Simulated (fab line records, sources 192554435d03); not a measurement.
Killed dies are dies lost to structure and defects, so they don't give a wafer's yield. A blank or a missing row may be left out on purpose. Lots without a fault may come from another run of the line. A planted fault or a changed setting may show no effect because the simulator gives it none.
Split-lot experiment | flow n5_finfet | 7 lots, 39 wafers read, on a route of 1938 steps

THE SPLIT
At N5_GATE_CUT_ETCH_56 (etches TiN in Cl2/Ar, target depth 21.6 nm), the setting target_depth_a was moved away from the recipe's 216 angstrom on 9 of the 39 wafers read, by -12.5% to +5.8%. The other wafers ran this setting at the recipe's value.

The reading is taken at the split's own step.

THE READING
etch.depth_nm (the simulator's own value, which no gauge read), in nm, at N5_GATE_CUT_ETCH_56 (etches TiN in Cl2/Ar, target depth 21.6 nm). The file gives no usual value for it. The 30 wafers here that ran the recipe average 21.88 nm, standard deviation 0.3 nm.

wafer  | tool, chamber at the split | target_depth_a as run, angstrom | against the recipe | etch.depth_nm, nm | against lot-mates on the recipe
L079.1 | rie_metal-01, 0            | 228.6                           | +5.8%              | 22.98             | +0.76
L079.2 | rie_metal-01, 1            | 216                             | recipe             | 22.54             | -
L079.3 | rie_metal-01, 1            | 216                             | recipe             | 22.34             | -
L079.4 | rie_metal-01, 0            | 228.6                           | +5.8%              | 22.9              | +0.68
L079.5 | rie_metal-01, 0            | 216                             | recipe             | 21.78             | -
L079.6 | rie_metal-01, 1            | 228.6                           | +5.8%              | 23.69             | +1.47
L081.1 | rie_metal-01, 0            | 216                             | recipe             | 21.68             | -
L081.2 | rie_metal-01, 1            | 189.1                           | -12.5%             | 19.6              | -2.40
L081.3 | rie_metal-01, 0            | 216                             | recipe             | 21.67             | -
L081.4 | rie_metal-01, 1            | 189.1                           | -12.5%             | 19.63             | -2.37
L081.5 | rie_metal-01, 0            | 189.1                           | -12.5%             | 19.08             | -2.92
L081.6 | rie_metal-01, 1            | 216                             | recipe             | 22.64             | -
L083.3 | rie_metal-02, 0            | 216                             | recipe             | 21.79             | -
L083.4 | rie_metal-02, 1            | 216                             | recipe             | 21.86             | -
L083.5 | rie_metal-02, 1            | 216                             | recipe             | 21.77             | -
L085.1 | rie_metal-02, 1            | 216                             | recipe             | 22.14             | -
L085.2 | rie_metal-02, 0            | 216                             | recipe             | 21.67             | -
L085.3 | rie_metal-02, 0            | 216                             | recipe             | 21.68             | -
L085.4 | rie_metal-02, 1            | 216                             | recipe             | 22.09             | -
L085.5 | rie_metal-02, 1            | 216                             | recipe             | 21.97             | -
L085.6 | rie_metal-02, 0            | 216                             | recipe             | 21.69             | -
L087.1 | rie_metal-03, 0            | 199.7                           | -7.5%              | 20.01             | -1.74
L087.2 | rie_metal-03, 0            | 199.7                           | -7.5%              | 20.05             | -1.70
L087.3 | rie_metal-03, 0            | 199.7                           | -7.5%              | 20.08             | -1.67
L087.4 | rie_metal-03, 0            | 216                             | recipe             | 21.78             | -
L087.5 | rie_metal-03, 0            | 216                             | recipe             | 21.7              | -
L087.6 | rie_metal-03, 0            | 216                             | recipe             | 21.76             | -
L092.1 | rie_metal-02, 1            | 216                             | recipe             | 22.04             | -
L092.2 | rie_metal-02, 0            | 216                             | recipe             | 21.71             | -
L092.3 | rie_metal-02, 1            | 216                             | recipe             | 21.98             | -
L092.4 | rie_metal-02, 0            | 216                             | recipe             | 22.02             | -
L092.5 | rie_metal-02, 0            | 216                             | recipe             | 21.74             | -
L092.6 | rie_metal-02, 1            | 216                             | recipe             | 22.13             | -
L093.1 | rie_metal-01, 0            | 216                             | recipe             | 21.35             | -
L093.2 | rie_metal-01, 1            | 216                             | recipe             | 22.08             | -
L093.3 | rie_metal-01, 0            | 216                             | recipe             | 21.24             | -
L093.4 | rie_metal-01, 1            | 216                             | recipe             | 22.12             | -
L093.5 | rie_metal-01, 0            | 216                             | recipe             | 21.47             | -
L093.6 | rie_metal-01, 1            | 216                             | recipe             | 22.04             | -

THE FIT
A straight line over all 39 wafers: etch.depth_nm changes by +0.211 nm for each +1% of target_depth_a; r = +0.95; the points scatter about the line by 0.31 nm.
The same after taking each lot's own level away (the mean of its wafers on the recipe; 39 wafers): +0.203 nm for each +1%; r = +0.95; scatter 0.28 nm.
On that fit, the largest move of target_depth_a shifts the reading by 2.5 nm.
The lots' own levels span 21.717 to 22.220 nm, that is 1.7 times the standard deviation above.
So the lot-to-lot level changes the slope little: the two slopes agree.
Check: with one of the wafers moved furthest among these (-12.5%) left out of the fit, the line predicts -2.6 nm for it against its lot-mates. It came out at -2.4 nm against them.

OTHER SPLITS ON THESE WAFERS
These wafers also went through other splits before the reading. Each is held against what the fit with the lots' levels taken away leaves over:
other split on the same wafers | wafers away from the commonest value | r with etch.depth_nm (lot level and that fit taken away)
N5_FIN_SAQP_ETCH_34 source_w   | 12                                   | +0.08
N5_FIN_SAQP_FIN_ETCH_36 bias_w | 12                                   | +0.06

THE FILE'S OWN FIT
etch.depth_nm changes by +0.204 nm for each +1% of target_depth_a, r = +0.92.
